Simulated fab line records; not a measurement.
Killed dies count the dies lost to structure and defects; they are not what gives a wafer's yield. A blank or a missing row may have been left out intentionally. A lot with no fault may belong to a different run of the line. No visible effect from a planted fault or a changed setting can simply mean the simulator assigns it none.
Chamber matching | flow n5 finfet | ald metal-01 running N5_MOL_CONTACT_COAG_ALD_20: 4 sister chambers
The step deposits TiN, target thk 1.5 nm, pulse time 1 s, purge time 3 s. 4 wafers are shown with their chamber, then 12 later ones without.

== WAFERS, EACH WITH ITS CHAMBER ==
wafer  | chamber | heater power w (W)
L089.1 | 0       | 896
L090.2 | 3       | 903
L090.4 | 1       | 922
L090.6 | 2       | 937

== WAFERS MISSING THEIR CHAMBER ==
wafer  | heater power w (W)
L091.2 | 913
L091.4 | 917
L091.6 | 959
L092.3 | 927
L092.4 | 892
L092.5 | 917
L093.1 | 922
L093.2 | 901
L093.5 | 892
L094.2 | 909
L094.3 | 920
L094.5 | 925

== EACH ONE'S CHAMBER ==
wafer  | from the rows above               | in truth
L091.2 | can't be placed: 1 or 3 or 0 or 2 | 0
L091.4 | can't be placed: 1 or 3 or 2      | 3
L091.6 | can't be placed: 2 or 1           | 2
L092.3 | can't be placed: 1 or 2           | 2
L092.4 | can't be placed: 0 or 3           | 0
L092.5 | can't be placed: 1 or 3 or 2      | 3
L093.1 | can't be placed: 1 or 2           | 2
L093.2 | can't be placed: 3 or 0           | 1
L093.5 | can't be placed: 0 or 3           | 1
L094.2 | can't be placed: 3 or 0 or 1      | 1
L094.3 | can't be placed: 1 or 2 or 3      | 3
L094.5 | can't be placed: 1 or 2           | 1
Correctly placed: 0 of 12. Not placeable from these rows: 12 (in 10, the candidates include the true chamber). 0 placed wrongly.
How it was worked out, from the rows above alone: a wafer's distance from a chamber is the root of the sum, over the readings, of the square of ((its reading less the chamber's mean) divided by the reading's scatter). If the next closest chamber is less than 2 further off than the closest, the wafer can't be placed; otherwise it belongs to the closest. For every chamber, the mean is computed from those of its wafers that are shown. The scatter: with one shown wafer a chamber, the root of the mean of the squares of how far each hidden wafer lies from its nearest shown one.
